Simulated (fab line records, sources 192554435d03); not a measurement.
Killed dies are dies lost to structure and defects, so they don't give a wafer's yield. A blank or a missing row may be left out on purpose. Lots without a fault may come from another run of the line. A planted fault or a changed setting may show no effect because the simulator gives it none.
fab line records | flow n5_finfet
record lots=24 wafers=72 last_day=18
route steps=1938 shown BEOL_M8@1386 BEOL_M9@1404
lots that met no fault: from a run of the same line without faults
start_h: hours from the record's first day to the start of the lot's first wafer shown | wait_h: hours since the lot's step before | " the same as in the row above | L1.1+2: a row that stands for several wafers | - no value, or no start given | * or withheld: withheld | < > ~ a bound
route shown NAME@n: a module of which the file shows steps, and the number in the route of the first | usual: mean/standard deviation of fault-free wafers | same: alike in all rows | chamber/n: place in a boat | sites: the reading at each site | _std_site: their standard deviation | _edge_site: outer sites' mean less inner sites' | radius_mm: how far each site lies from the wafer's centre | mask NAME#n: copy n | behind: the tool/chamber that last shaped the wafer | hold: why the lot was held/for how many hours/how that ended | device: the transistor (n, p or np) that didn't switch | end of line: the same wafers' tests at the end of the route | a step without rows: its recipe alone | killed: dies lost to structure and defects at the first sort, not the wafer's yield | map: a wafer's dies, x killed, . not, _ none there
set.NAME: the setting as run; set.NAME@STEP: as run at that earlier step | model.NAME: the simulator's own value behind a step, which no gauge read
steps of the route over a sample of lots; a table a step, a row a wafer
services: from which hour (start_h, from the record's first day; less than 0 if before it) a tool's chamber was out of use, for how many hours, and why
## steps
# step N5_BEOL_M8_CURE_75
# recipe temp_c=370 time_s=120 ambient=DMADMS/He material=SiCOH_lowk
# usual lamp_power_pct=52.31/0.053 wafer_temp_C_max=371.8/0.53
# columns lot.wafer tool chamber start_h wait_h lamp_power_pct wafer_temp_C_max
L074.1 uv_cure-03 2 208.11 0.0 52.34 371.5
L074.4 " 2 " " 52.25 371.8
L074.6 " 2 " " 52.39 371.4
L076.3 uv_cure-01 2 208.41 0.1 52.33 371.5
L076.4 " 2 " " 52.39 371.7
L076.6 " 2 " " 52.35 371.4
L075.1 uv_cure-02 2 220.66 0.0 52.37 371.8
L075.2 " 2 " " 52.28 372.1
L075.6 " 2 " " 52.24 372.6
L077.1 uv_cure-02 1 222.60 0.1 52.32 371.6
L077.4 " 1 " " 52.25 371.1
L077.5 " 1 " " 52.33 371.3
L078.1 uv_cure-02 1 235.45 0.3 52.43 371.2
L078.4 " 1 " " 52.32 371.4
L078.6 " 1 " " 52.25 371.4
L079.4 uv_cure-02 1 235.90 0.6 52.30 371.1
L079.5 " 1 " " 52.41 371.1
L079.6 " 1 " " 52.37 371.5
L080.1 uv_cure-03 1 254.13 0.0 52.26 371.6
L080.5 " 1 " " 52.27 371.4
L080.6 " 1 " " 52.30 371.4
L082.1 uv_cure-02 1 254.18 0.1 52.25 371.5
L082.2 " 1 " " 52.36 371.5
L082.3 " 1 " " 52.37 371.5
L083.2 uv_cure-01 2 255.27 0.1 52.40 371.9
L083.4 " 2 " " 52.29 371.8
L083.5 " 2 " " 52.31 372.8
L085.1 uv_cure-03 1 260.51 0.0 52.34 371.9
L085.4 " 1 " " 52.32 371.9
L085.6 " 1 " " 52.38 371.6
L081.1 uv_cure-02 0 262.43 0.0 52.39 372.1
L081.2 " 0 " " 52.30 372.8
L081.3 " 0 " " 52.36 371.9
L084.2 uv_cure-01 2 281.67 0.3 52.33 372.0
L084.4 " 2 " " 52.29 372.1
L084.5 " 2 " " 52.34 371.9
L086.1 uv_cure-01 0 299.28 0.0 52.28 372.8
L086.4 " 0 " " 52.34 372.6
L086.5 " 0 " " 52.35 372.7
L088.3 uv_cure-02 2 299.67 0.3 52.39 371.4
L088.5 " 2 " " 52.40 372.6
L088.6 " 2 " " 52.38 371.6
L089.1 uv_cure-01 0 299.81 0.0 52.24 372.4
L089.4 " 0 " " 52.34 373.2
L089.5 " 0 " " 52.32 372.1
L087.3 uv_cure-02 2 299.97 0.2 52.29 372.2
L087.5 " 2 " " 52.28 372.8
L087.6 " 2 " " 52.36 371.7
L090.2 uv_cure-02 0 308.19 0.1 52.27 371.5
L090.4 " 0 " " 52.25 372.8
L090.6 " 0 " " 52.33 372.1
L091.1 uv_cure-02 2 311.29 0.3 52.27 371.6
L091.2 " 2 " " 52.26 371.5
L091.4 " 2 " " 52.27 371.2
L092.1 uv_cure-01 2 328.99 0.0 52.33 371.4
L092.4 " 2 " " 52.33 371.6
L092.5 " 2 " " 52.29 371.5
L094.3 uv_cure-02 1 329.43 0.1 52.36 371.5
L094.5 " 1 " " 52.32 371.2
L094.6 " 1 " " 52.37 371.9
L093.1 uv_cure-02 0 331.23 0.0 52.32 372.5
L093.2 " 0 " " 52.24 371.8
L093.4 " 0 " " 52.35 371.6
L095.1 uv_cure-03 1 338.64 0.0 52.31 371.6
L095.2 " 1 " " 52.42 372.4
L095.3 " 1 " " 52.37 371.3
L096.1 uv_cure-01 0 355.08 0.0 52.32 372.5
L096.3 " 0 " " 52.34 372.0
L096.4 " 0 " " 52.39 372.2
L097.2 uv_cure-03 1 365.09 0.1 52.30 371.5
L097.4 " 1 " " 52.32 372.1
L097.6 " 1 " " 52.27 371.4
# step N5_BEOL_M8_DEP_56
# recipe material=SiCN target_thk_a=100 temp_c=withheld precursor=3MS/NH3 pressure_torr=3 rf_w=202 time_s=17.5
# usual showerhead_plenum_p_Torr=3.664/0.012 throttle_valve_pct=9.2/0.59
# columns lot.wafer tool chamber start_h wait_h showerhead_plenum_p_Torr throttle_valve_pct
L074.1 pecvd-02 2 210.64 0.0 3.678 9.9
L074.4 " 1 " " 3.654 9.5
L074.6 " 2 " " 3.675 9.5
L076.3 pecvd-02 1 210.87 0.0 3.666 9.9
L076.4 " 0 " " 3.669 9.6
L076.6 " 1 " " 3.657 9.7
L075.1 pecvd-02 2 223.02 0.0 3.684 9.8
L075.2 " 1 " " 3.651 9.8
L075.6 " 1 " " 3.652 9.4
L077.1 pecvd-03 1 226.16 0.0 3.657 8.9
L077.4 " 0 " " 3.659 8.7
L077.5 " 1 " " 3.650 8.5
L078.1 pecvd-01 1 237.62 0.0 3.677 10.2
L078.4 " 2 " " 3.652 8.7
L078.6 " 0 " " 3.678 8.8
L079.4 pecvd-03 0 238.49 0.0 3.652 9.0
L079.5 " 2 " " 3.677 8.7
L079.6 " 1 " " 3.648 8.4
L080.1 pecvd-01 0 257.68 0.0 3.659 8.6
L080.5 " 1 " " 3.687 10.1
L080.6 " 0 " " 3.683 8.7
L082.1 pecvd-01 0 257.96 0.0 3.658 8.8
L082.2 " 2 " " 3.655 8.5
L082.3 " 1 " " 3.682 10.2
L083.2 pecvd-02 0 258.26 0.0 3.670 9.2
L083.4 " 0 " " 3.661 9.5
L083.5 " 2 " " 3.677 9.8
L085.1 pecvd-03 1 262.97 0.0 3.650 8.2
L085.4 " 2 " " 3.685 8.4
L085.6 " 1 " " 3.650 8.4
L081.1 pecvd-02 2 264.26 0.0 3.687 9.6
L081.2 " 0 " " 3.664 9.3
L081.3 " 0 " " 3.664 9.6
L084.2 pecvd-02 1 284.38 0.0 3.643 9.6
L084.4 " 2 " " 3.680 9.7
L084.5 " 1 " " 3.659 9.6
L086.1 pecvd-01 2 301.68 0.0 3.659 8.5
L086.4 " 2 " " 3.653 8.3
L086.5 " 1 " " 3.683 10.1
L088.3 pecvd-01 0 302.00 0.0 3.656 8.6
L088.5 " 2 " " 3.647 8.4
L088.6 " 0 " " 3.660 8.6
L089.1 pecvd-01 0 303.32 0.0 3.669 8.4
L089.4 " 2 " " 3.659 8.7
L089.5 " 1 " " 3.691 10.3
L087.3 pecvd-02 1 303.32 0.0 3.658 9.4
L087.5 " 1 " " 3.658 9.6
L087.6 " 0 " " 3.668 9.4
L090.2 pecvd-03 0 311.76 0.0 3.652 8.9
L090.4 " 1 " " 3.649 8.6
L090.6 " 0 " " 3.662 9.0
L091.1 pecvd-02 2 314.28 0.0 3.667 10.3
L091.2 " 0 " " 3.672 9.4
L091.4 " 1 " " 3.654 9.6
L092.1 pecvd-03 2 331.91 0.0 3.666 8.7
L092.4 " 2 " " 3.678 8.6
L092.5 " 1 " " 3.651 8.7
L094.3 pecvd-02 1 332.12 0.0 3.659 9.4
L094.5 " 1 " " 3.656 9.2
L094.6 " 2 " " 3.678 10.0
L093.1 pecvd-02 1 333.14 0.0 3.652 9.4
L093.2 " 0 " " 3.668 9.8
L093.4 " 0 " " 3.672 9.6
L095.1 pecvd-03 1 341.11 0.0 3.644 8.7
L095.2 " 2 " " 3.669 8.8
L095.3 " 0 " " 3.664 9.3
L096.1 pecvd-03 2 358.42 0.0 3.676 8.7
L096.3 " 1 " " 3.647 8.7
L096.4 " 0 " " 3.660 9.2
L097.2 pecvd-03 1 368.71 0.0 3.641 8.7
L097.4 " 0 " " 3.664 8.9
L097.6 " 2 " " 3.670 8.9
# step N5_BEOL_M9_PECVD_70
# recipe material=SiO2 target_thk_a=200 temp_c=400 precursor=TEOS/O2 pressure_torr=5.5 rf_w=450 teos_flow_sccm=53.8 gas=O2 flow_sccm=3000 time_s=22.7
# usual heater_power_w=751/110 showerhead_plenum_p_Torr=8.79/0.071 throttle_valve_pct=22.4/2
# columns lot.wafer tool chamber start_h wait_h heater_power_w showerhead_plenum_p_Torr throttle_valve_pct
L074.1 pecvd-01 2 211.40 0.0 868 8.70 20.7
L074.4 " 0 " " 842 8.81 21.2
L074.6 " 2 " " 865 8.72 20.9
L076.3 pecvd-04 0 211.68 0.1 673 8.87 20.8
L076.4 " 1 " " 761 8.85 25.6
L076.6 " 0 " " 668 8.84 20.9
L075.1 pecvd-01 2 224.23 0.0 861 8.73 20.9
L075.2 " 0 " " 963 8.80 21.2
L075.6 " 0 " " 955 8.80 21.1
L077.1 pecvd-03 1 226.92 0.0 675 8.72 21.1
L077.4 " 1 " " 670 8.72 21.0
L077.5 " 2 " " 744 8.83 21.3
L078.1 pecvd-01 1 239.09 0.0 729 8.86 25.6
L078.4 " 0 " " 910 8.81 21.3
L078.6 " 2 " " 860 8.74 20.8
L079.4 pecvd-03 1 239.25 0.1 660 8.72 21.2
L079.5 " 2 " " 860 8.82 20.9
L079.6 " 0 " " 658 8.73 22.2
L082.1 pecvd-03 1 258.72 0.0 773 8.72 21.5
L082.2 " 2 " " 867 8.83 21.2
L082.3 " 0 " " 666 8.73 22.4
L080.1 pecvd-04 0 258.92 0.0 587 8.87 21.1
L080.5 " 2 " " 534 8.65 21.1
L080.6 " 1 " " 742 8.86 25.4
L083.2 pecvd-01 1 259.03 0.0 659 8.86 25.6
L083.4 " 2 " " 855 8.73 20.8
L083.5 " 0 " " 894 8.82 21.4
L085.1 pecvd-04 2 263.73 0.0 560 8.64 20.9
L085.4 " 0 " " 712 8.88 20.9
L085.6 " 1 " " 839 8.86 25.7
L081.1 pecvd-04 2 265.06 0.0 572 8.65 21.0
L081.2 " 1 " " 744 8.86 25.8
L081.3 " 2 " " 589 8.67 21.0
L084.2 pecvd-04 0 285.14 0.0 612 8.87 21.0
L084.4 " 2 " " 520 8.66 21.4
L084.5 " 0 " " 627 8.87 20.8
L086.1 pecvd-01 1 302.44 0.0 713 8.88 25.3
L086.4 " 2 " " 734 8.72 21.3
L086.5 " 1 " " 713 8.88 25.5
L088.3 pecvd-04 1 302.92 0.0 768 8.86 25.8
L088.5 " 2 " " 581 8.64 21.1
L088.6 " 0 " " 706 8.86 21.0
L087.3 pecvd-01 1 304.08 0.0 700 8.84 25.5
L087.5 " 1 " " 714 8.86 25.4
L087.6 " 2 " " 777 8.72 21.0
L089.1 pecvd-01 2 304.58 0.0 820 8.75 21.0
L089.4 " 2 " " 852 8.73 21.1
L089.5 " 1 " " 779 8.87 25.6
L090.2 pecvd-01 0 313.00 0.0 908 8.81 21.5
L090.4 " 0 " " 907 8.81 21.4
L090.6 " 1 " " 700 8.86 25.6
L091.1 pecvd-01 1 315.65 0.0 663 8.87 25.5
L091.2 " 2 " " 812 8.72 21.1
L091.4 " 1 " " 672 8.87 25.6
L092.1 pecvd-03 0 332.67 0.0 566 8.75 22.2
L092.4 " 0 " " 560 8.74 22.0
L092.5 " 2 " " 742 8.84 21.4
L094.3 pecvd-01 2 332.87 0.0 780 8.73 21.0
L094.5 " 2 " " 809 8.73 21.2
L094.6 " 1 " " 741 8.85 25.5
L093.1 pecvd-01 0 333.90 0.0 1006 8.82 21.3
L093.2 " 2 " " 735 8.69 20.9
L093.4 " 2 " " 735 8.71 21.0
L095.1 pecvd-01 2 341.87 0.0 803 8.73 21.0
L095.2 " 0 " " 956 8.83 21.3
L095.3 " 1 " " 764 8.86 25.9
L096.1 pecvd-03 2 359.18 0.0 777 8.84 21.6
L096.3 " 1 " " 771 8.73 21.1
L096.4 " 0 " " 657 8.73 22.4
L097.2 pecvd-04 0 369.47 0.0 596 8.86 21.1
L097.4 " 2 " " 512 8.67 21.4
L097.6 " 0 " " 589 8.84 21.1
# step N5_BEOL_M9_CD_MEAS_11
# recipe target_cd_nm=64.1 landing_energy_ev=500 detector=se_inlens polarity=opening
# usual cd_nm=64.3/0.62
# columns lot.wafer tool chamber start_h wait_h cd_nm
L074.1 cd_sem-03 0 212.90 - 64.5
L074.4 " 0 " " 64.0
L074.6 " 0 " " 65.0
L076.3 cd_sem-03 0 213.07 - 64.2
L076.4 " 0 " " 63.2
L076.6 " 0 " " 64.4
L075.1 cd_sem-02 0 228.06 - 64.6
L075.2 " 0 " " 63.9
L075.6 " 0 " " 64.7
L077.1 cd_sem-02 0 228.62 - 63.6
L077.4 " 0 " " 64.3
L077.5 " 0 " " 64.3
L078.1 cd_sem-01 0 240.89 - 65.2
L078.4 " 0 " " 64.4
L078.6 " 0 " " 64.6
L079.4 cd_sem-03 0 241.20 - 64.5
L079.5 " 0 " " 64.2
L079.6 " 0 " " 64.3
L082.1 cd_sem-03 0 260.88 - 65.2
L082.2 " 0 " " 65.1
L082.3 " 0 " " 65.6
L080.1 cd_sem-03 0 261.05 - 64.0
L080.5 " 0 " " 64.5
L080.6 " 0 " " 65.1
L083.2 cd_sem-03 0 261.21 - 64.8
L083.4 " 0 " " 64.8
L083.5 " 0 " " 64.6
L085.1 cd_sem-01 0 266.50 - 63.6
L085.4 " 0 " " 64.6
L085.6 " 0 " " 64.1
L081.1 cd_sem-03 0 266.90 - 65.0
L081.2 " 0 " " 64.6
L081.3 " 0 " " 64.7
L084.2 cd_sem-02 0 287.19 - 64.0
L084.4 " 0 " " 63.6
L084.5 " 0 " " 64.2
L086.1 cd_sem-02 0 303.02 - 63.2
L086.4 " 0 " " 63.4
L086.5 " 0 " " 63.7
L088.3 cd_sem-01 0 308.02 - 64.4
L088.5 " 0 " " 65.1
L088.6 " 0 " " 64.9
L087.3 cd_sem-03 0 308.18 - 64.0
L087.5 " 0 " " 64.2
L087.6 " 0 " " 63.9
L089.1 cd_sem-02 0 308.34 - 64.7
L089.4 " 0 " " 64.1
L089.5 " 0 " " 64.6
L090.2 cd_sem-02 0 314.55 - 63.3
L090.4 " 0 " " 63.5
L090.6 " 0 " " 63.5
L091.1 cd_sem-01 0 317.33 - 64.4
L091.2 " 0 " " 64.5
L091.4 " 0 " " 64.8
L092.1 cd_sem-02 0 334.95 - 64.5
L092.4 " 0 " " 63.4
L092.5 " 0 " " 64.5
L094.3 cd_sem-01 0 335.15 - 64.2
L094.5 " 0 " " 63.9
L094.6 " 0 " " 64.6
L093.1 cd_sem-03 0 335.31 - 63.5
L093.2 " 0 " " 63.7
L093.4 " 0 " " 64.3
L095.1 cd_sem-03 0 343.85 - 65.6
L095.2 " 0 " " 64.9
L095.3 " 0 " " 64.7
L096.1 cd_sem-02 0 359.73 - 63.7
L096.3 " 0 " " 64.6
L096.4 " 0 " " 64.3
L097.2 cd_sem-01 0 371.90 - 63.8
L097.4 " 0 " " 63.7
L097.6 " 0 " " 63.9
# step N5_BEOL_M9_OVL_MEAS_12
# recipe points_per_wafer=44
# usual M9_OVL=0.1/0.69
# same points_per_wafer=44
# columns lot.wafer tool chamber start_h wait_h M9_OVL[nm]
L074.1 overlay-02 0 212.93 0.0 -0.3
L074.4 " 0 " " 0.1
L074.6 " 0 " " -0.1
L076.3 overlay-02 0 213.10 0.0 -0.1
L076.4 " 0 " " 0.1
L076.6 " 0 " " -0.4
L075.1 overlay-01 0 228.09 0.0 -0.9
L075.2 " 0 " " 0.2
L075.6 " 0 " " -1.3
L077.1 overlay-02 0 228.65 0.0 0.0
L077.4 " 0 " " 0.5
L077.5 " 0 " " 0.0
L078.1 overlay-01 0 240.92 0.0 0.4
L078.4 " 0 " " 0.5
L078.6 " 0 " " 0.6
L079.4 overlay-02 0 241.23 0.0 0.4
L079.5 " 0 " " -0.1
L079.6 " 0 " " -0.3
L082.1 overlay-01 0 260.91 0.0 -0.1
L082.2 " 0 " " 0.5
L082.3 " 0 " " 0.1
L080.1 overlay-02 0 261.08 0.0 -0.8
L080.5 " 0 " " -0.6
L080.6 " 0 " " 0.8
L083.2 overlay-01 0 261.24 0.0 -0.8
L083.4 " 0 " " 0.6
L083.5 " 0 " " 0.0
L085.1 overlay-02 0 266.53 0.0 -0.3
L085.4 " 0 " " 0.0
L085.6 " 0 " " -0.1
L081.1 overlay-01 0 266.93 0.0 1.5
L081.2 " 0 " " 1.5
L081.3 " 0 " " 0.8
L084.2 overlay-02 0 287.22 0.0 0.6
L084.4 " 0 " " 2.1
L084.5 " 0 " " 0.1
L086.1 overlay-01 0 303.05 0.0 0.5
L086.4 " 0 " " -0.4
L086.5 " 0 " " 1.3
L088.3 overlay-01 0 308.05 0.0 -0.1
L088.5 " 0 " " -1.5
L088.6 " 0 " " -0.4
L087.3 overlay-02 0 308.21 0.0 -0.5
L087.5 " 0 " " 0.4
L087.6 " 0 " " -0.6
L089.1 overlay-01 0 308.37 0.0 0.4
L089.4 " 0 " " 1.0
L089.5 " 0 " " -0.7
L090.2 overlay-02 0 314.58 0.0 0.7
L090.4 " 0 " " 0.8
L090.6 " 0 " " 0.9
L091.1 overlay-02 0 317.36 0.0 0.0
L091.2 " 0 " " 1.7
L091.4 " 0 " " 0.1
L092.1 overlay-02 0 334.98 0.0 -0.6
L092.4 " 0 " " 0.3
L092.5 " 0 " " -1.1
L094.3 overlay-02 0 335.18 0.0 -0.1
L094.5 " 0 " " 0.4
L094.6 " 0 " " -0.2
L093.1 overlay-02 0 335.34 0.0 0.3
L093.2 " 0 " " -1.0
L093.4 " 0 " " -0.1
L095.1 overlay-01 0 343.88 0.0 1.0
L095.2 " 0 " " 0.0
L095.3 " 0 " " 0.2
L096.1 overlay-01 0 359.76 0.0 0.6
L096.3 " 0 " " 0.8
L096.4 " 0 " " -0.5
L097.2 overlay-01 0 371.93 0.0 0.8
L097.4 " 0 " " 1.4
L097.6 " 0 " " 0.4
# step N5_BEOL_M9_STRIP_19
# recipe chemistry=O2 power_w=400 temp_c=40 pressure_mtorr=30 rf_frequency_hz=6e+07 bias_power_w=0 overash_fraction=0.2 o2_flow_sccm=225
# usual drypump_motor_current_A=5.8/0.39 o2_flow_sccm=225.1/0.65 oes_product_au=0.80/0.092 rf_vpp_V=3.7/0.56 showerhead_plenum_p_Torr=2.11/0.077 throttle_valve_pct=16.71/0.26
# columns lot.wafer tool chamber start_h wait_h drypump_motor_current_A o2_flow_sccm oes_product_au rf_hours_counter_h rf_vpp_V showerhead_plenum_p_Torr throttle_valve_pct
L074.1 rie_diel-01 1 213.54 0.2 4.9 225.2 0.69 213 2.8 2.14 16.77
L074.4 " 2 " " 6.0 225.2 0.73 161 3.4 2.01 16.48
L074.6 " 1 " " 4.9 226.5 0.68 - 3.0 2.14 16.79
L076.3 rie_diel-06 2 213.65 0.1 5.8 225.4 0.68 244 4.6 1.97 17.18
L076.4 " 1 " " 6.2 225.0 0.75 167 3.1 2.19 17.02
L076.6 " 1 " " 6.2 225.2 0.74 - 3.5 2.19 17.06
L075.1 rie_diel-05 1 228.53 0.1 6.3 224.1 0.95 11 3.5 2.12 16.12
L075.2 " 0 " " 5.4 225.5 0.73 161 2.8 2.01 16.71
L075.6 " 1 " " 6.3 224.8 0.95 - 3.7 2.12 16.08
L077.1 rie_diel-01 1 229.29 0.1 4.9 224.7 0.69 218 4.5 2.14 16.78
L077.4 " 2 " " 6.0 224.9 0.73 165 4.4 2.01 16.51
L077.5 " 2 " " 6.0 224.6 0.73 - 4.1 2.01 16.51
L078.1 rie_diel-05 3 241.40 0.1 5.9 225.4 0.74 170 3.2 2.18 16.95
L078.4 " 0 " " 5.4 225.0 0.72 164 4.3 2.01 16.73
L078.6 " 3 " " 5.9 225.9 0.74 - 3.4 2.18 16.96
L079.4 rie_diel-06 1 241.71 0.1 6.2 225.8 0.75 - 4.6 2.19 17.08
L079.5 " 3 " " 5.9 225.6 0.87 - 3.5 2.05 16.61
L079.6 " 0 " " 5.5 225.7 0.99 - 3.8 2.23 16.53
L082.1 rie_diel-06 0 261.39 0.1 5.4 224.5 0.95 11 4.8 2.23 16.55
L082.2 " 3 " " 5.9 224.7 0.85 59 3.3 2.05 16.64
L082.3 " 1 " " 6.2 225.9 0.73 184 3.5 2.18 17.07
L080.1 rie_diel-01 1 261.66 0.1 4.9 225.1 0.68 226 4.3 2.14 16.79
L080.5 " 3 " " 5.9 226.1 0.91 - 3.8 2.06 16.63
L080.6 " 2 " " 6.0 225.2 0.72 - 3.6 2.01 16.53
L083.2 rie_diel-05 2 261.70 0.1 5.4 226.3 0.86 31 4.0 2.15 16.80
L083.4 " 3 " " 5.9 224.2 0.74 175 4.1 2.18 16.97
L083.5 " 3 " " 5.9 224.9 0.75 - 3.6 2.18 16.95
L085.1 rie_diel-05 1 267.07 0.2 6.2 225.3 0.91 24 4.0 2.12 16.11
L085.4 " 2 " " 5.4 225.0 0.87 34 3.9 2.15 16.82
L085.6 " 0 " " 5.4 224.9 0.72 - 3.5 2.00 16.73
L081.1 rie_diel-01 1 267.50 0.1 4.9 224.9 0.68 227 3.6 2.14 16.79
L081.2 " 2 " " 6.0 224.0 0.71 175 2.6 2.01 16.52
L081.3 " 0 " " 6.7 224.9 0.71 237 4.1 2.05 16.64
L084.2 rie_diel-06 1 287.97 0.3 6.1 224.9 0.74 193 4.1 2.18 17.10
L084.4 " 3 " " 5.9 225.4 0.84 67 3.3 2.05 16.64
L084.5 " 3 " " 5.9 226.1 0.84 - 3.4 2.05 16.65
L086.1 rie_diel-05 1 303.49 0.1 6.2 225.1 0.90 35 4.0 2.11 16.13
L086.4 " 2 " " 5.5 225.7 0.85 44 2.4 2.14 16.82
L086.5 " 0 " " 5.4 226.5 0.72 - 3.3 2.00 16.75
L088.3 rie_diel-05 2 308.49 0.1 5.4 225.9 0.85 45 3.3 2.14 16.81
L088.5 " 0 " " 5.3 224.9 0.71 - 4.5 2.00 16.75
L088.6 " 1 " " 6.2 224.1 0.90 - 4.1 2.11 16.15
L087.3 rie_diel-01 1 308.76 0.1 5.0 223.7 0.67 238 3.5 2.13 16.83
L087.5 " 1 " " 4.9 224.6 0.67 - 3.4 2.13 16.83
L087.6 " 3 " " 5.9 226.1 0.89 - 4.5 2.05 16.67
L089.1 rie_diel-05 2 308.81 0.1 5.4 224.9 0.83 45 3.1 2.14 16.79
L089.4 " 1 " " 6.2 224.6 0.89 36 4.0 2.11 16.12
L089.5 " 0 " " 5.4 225.9 0.71 - 4.1 2.00 16.75
L090.2 rie_diel-05 1 315.03 0.1 6.3 226.9 0.90 37 3.4 2.11 16.14
L090.4 " 0 " " 5.4 223.8 0.71 185 4.3 2.00 16.76
L090.6 " 1 " " 6.3 225.7 0.90 - 3.6 2.11 16.13
L091.1 rie_diel-05 3 317.90 0.1 5.9 223.8 0.73 192 3.6 2.17 16.99
L091.2 " 2 " " 5.4 225.3 0.85 48 4.7 2.14 16.82
L091.4 " 1 " " 6.2 225.2 0.89 39 3.3 2.11 16.14
L092.1 rie_diel-06 3 335.56 0.2 5.9 225.1 0.82 81 2.7 2.04 16.67
L092.4 " 1 " " 6.2 225.3 0.71 206 4.3 2.18 17.13
L092.5 " 3 " " 5.9 224.9 0.83 - 4.2 2.04 16.68
L094.3 rie_diel-06 2 336.13 0.1 5.8 224.6 0.92 24 3.3 2.22 16.79
L094.5 " 1 " " 6.2 225.3 0.72 - 3.7 2.17 17.12
L094.6 " 0 " " 5.4 224.8 0.91 - 3.5 2.22 16.59
L093.1 rie_diel-05 3 336.56 0.1 5.9 224.2 0.73 197 4.0 2.17 17.00
L093.2 " 2 " " 5.4 225.6 0.84 54 3.6 2.14 16.84
L093.4 " 0 " " 5.4 224.1 0.71 191 4.0 2.00 16.77
L095.1 rie_diel-06 3 344.32 0.1 5.9 223.6 0.82 84 3.5 2.04 16.67
L095.2 " 0 " " 5.4 224.8 0.89 36 3.6 2.22 16.59
L095.3 " 2 " " 5.8 224.4 0.90 27 4.1 2.22 16.80
L096.1 rie_diel-05 0 361.16 0.1 5.4 224.7 0.69 201 4.4 1.99 16.80
L096.3 " 2 " " 5.4 224.4 0.82 63 3.4 2.14 16.87
L096.4 " 3 " " 5.9 225.1 0.72 205 2.9 2.17 17.02
L097.2 rie_diel-06 2 372.40 0.1 5.7 225.8 0.90 31 2.8 2.22 16.81
L097.4 " 3 " " 5.9 224.1 0.80 - 3.7 2.04 16.69
L097.6 " 2 " " 5.8 225.1 0.89 - 4.7 2.22 16.79
## services
# columns tool chamber start_h hours kind
pecvd-01 0 194.66 2.1 scheduled_down
uv_cure-02 - 196.51 7.5 pm
pecvd-02 0 205.48 2.1 scheduled_down
uv_cure-01 - 211.33 24.9 pm
uv_cure-03 - 222.86 4.3 pm
pecvd-04 - 232.58 2.6 repair
uv_cure-01 - 236.23 3.4 pm
pecvd-03 2 243.63 2.1 scheduled_down
rie_diel-05 0 247.47 3.2 repair
rie_diel-05 3 249.30 7.6 repair
pecvd-02 1 256.61 16.5 scheduled_down
uv_cure-01 - 262.07 0.9 repair
rie_diel-01 0 299.00 10.6 repair
uv_cure-02 - 300.42 1.0 pm
pecvd-03 0 302.43 5.6 repair
pecvd-03 - 312.15 6.0 pm
pecvd-03 - 322.53 0.9 repair
uv_cure-01 - 323.91 2.1 pm
pecvd-02 2 327.87 2.1 scheduled_down
rie_diel-05 - 337.19 0.3 repair
pecvd-01 2 344.48 4.6 repair
rie_diel-06 - 348.21 15.6 pm
uv_cure-01 - 357.55 6.0 pm
rie_diel-06 0 369.66 5.8 repair
## key
fault none
